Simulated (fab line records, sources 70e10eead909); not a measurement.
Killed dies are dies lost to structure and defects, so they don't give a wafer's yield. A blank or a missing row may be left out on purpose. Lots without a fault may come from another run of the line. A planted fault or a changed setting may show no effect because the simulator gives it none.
Chamber matching | flow nand_harc | NHARC_P_GATE_DESCUM_93 on rie_diel-01: 4 sister chambers
The step chemistry O2, time 3 s. 24 wafers are shown with their chamber, then 12 later ones without.

WAFERS WITH THEIR CHAMBER
wafer  | chamber | showerhead_plenum_p_Torr (Torr) | drypump_motor_current_A (A) | oes_product_au (a.u.)
L074.4 | 2       | 1.81                            | 5.6                         | 0.999
L074.5 | 3       | 2.01                            | 5.6                         | 1.009
L074.6 | 0       | 1.97                            | 5.3                         | 1.015
L075.4 | 0       | 1.97                            | 5.3                         | 1.000
L075.5 | 2       | 1.81                            | 5.5                         | 1.002
L075.6 | 1       | 2.00                            | 5.7                         | 1.001
L079.2 | 3       | 2.01                            | 5.6                         | 1.008
L079.5 | 0       | 1.97                            | 5.3                         | 1.010
L079.6 | 3       | 2.01                            | 5.6                         | 1.007
L078.1 | 1       | 2.00                            | 5.7                         | 0.996
L078.2 | 0       | 1.97                            | 5.3                         | 1.002
L078.5 | 2       | 1.81                            | 5.5                         | 0.996
L083.1 | 1       | 1.99                            | 5.7                         | 1.017
L083.2 | 3       | 2.01                            | 5.6                         | 1.001
L083.5 | 0       | 1.97                            | 5.3                         | 1.007
L081.2 | 3       | 2.01                            | 5.6                         | 1.013
L081.4 | 2       | 1.81                            | 5.6                         | 1.010
L081.6 | 0       | 1.97                            | 5.3                         | 1.011
L082.1 | 2       | 1.81                            | 5.5                         | 0.982
L082.4 | 3       | 2.01                            | 5.6                         | 0.997
L082.5 | 1       | 1.99                            | 5.7                         | 0.991
L089.1 | 1       | 1.99                            | 5.7                         | 1.001
L089.2 | 0       | 1.97                            | 5.3                         | 1.006
L089.4 | 3       | 2.01                            | 5.6                         | 1.004

SIGNATURES (means of the wafers above)
reading                  | chamber 0 | chamber 1 | chamber 2 | chamber 3 | scatter within a chamber
showerhead_plenum_p_Torr | 1.9700    | 1.9940    | 1.8100    | 2.0100    | 0.00245
drypump_motor_current_A  | 5.300     | 5.700     | 5.540     | 5.600     | 0.0245
oes_product_au           | 1.00729   | 1.00120   | 0.99780   | 1.00557   | 0.00754
Rule: a wafer's distance from a chamber is the root of the sum, over the readings, of the square of ((its reading less the chamber's mean) divided by the reading's scatter). The wafer belongs to the nearest chamber; if the next one is less than 2 further off, it can't be placed. The scatter: the root of (the sum of the squares of (reading less its chamber's mean) over the shown wafers, divided by (wafers less chambers)).

WAFERS WITHOUT THEIR CHAMBER
wafer  | showerhead_plenum_p_Torr (Torr) | drypump_motor_current_A (A) | oes_product_au (a.u.)
L093.1 | 1.99                            | 5.7                         | 0.986
L093.3 | 2.01                            | 5.6                         | 1.003
L093.6 | 1.81                            | 5.6                         | 0.985
L095.1 | 2.01                            | 5.6                         | 0.991
L095.3 | 1.99                            | 5.7                         | 1.001
L095.4 | 1.81                            | 5.6                         | 1.002
L094.1 | 1.99                            | 5.7                         | 0.993
L094.3 | 1.81                            | 5.5                         | 0.991
L094.4 | 1.97                            | 5.3                         | 1.001
L096.2 | 2.01                            | 5.6                         | 0.998
L096.4 | 1.81                            | 5.5                         | 1.001
L096.6 | 1.97                            | 5.3                         | 1.003

WHICH CHAMBER EACH WENT THROUGH
wafer  | from the rows above | in truth
L093.1 | 1                   | 1
L093.3 | 3                   | 3
L093.6 | 2                   | 2
L095.1 | 3                   | 3
L095.3 | 1                   | 1
L095.4 | 2                   | 2
L094.1 | 1                   | 1
L094.3 | 2                   | 2
L094.4 | 0                   | 0
L096.2 | 3                   | 3
L096.4 | 2                   | 2
L096.6 | 0                   | 0
Placed correctly: 12 of 12. Can't be placed from these rows: 0. Placed wrongly: 0.
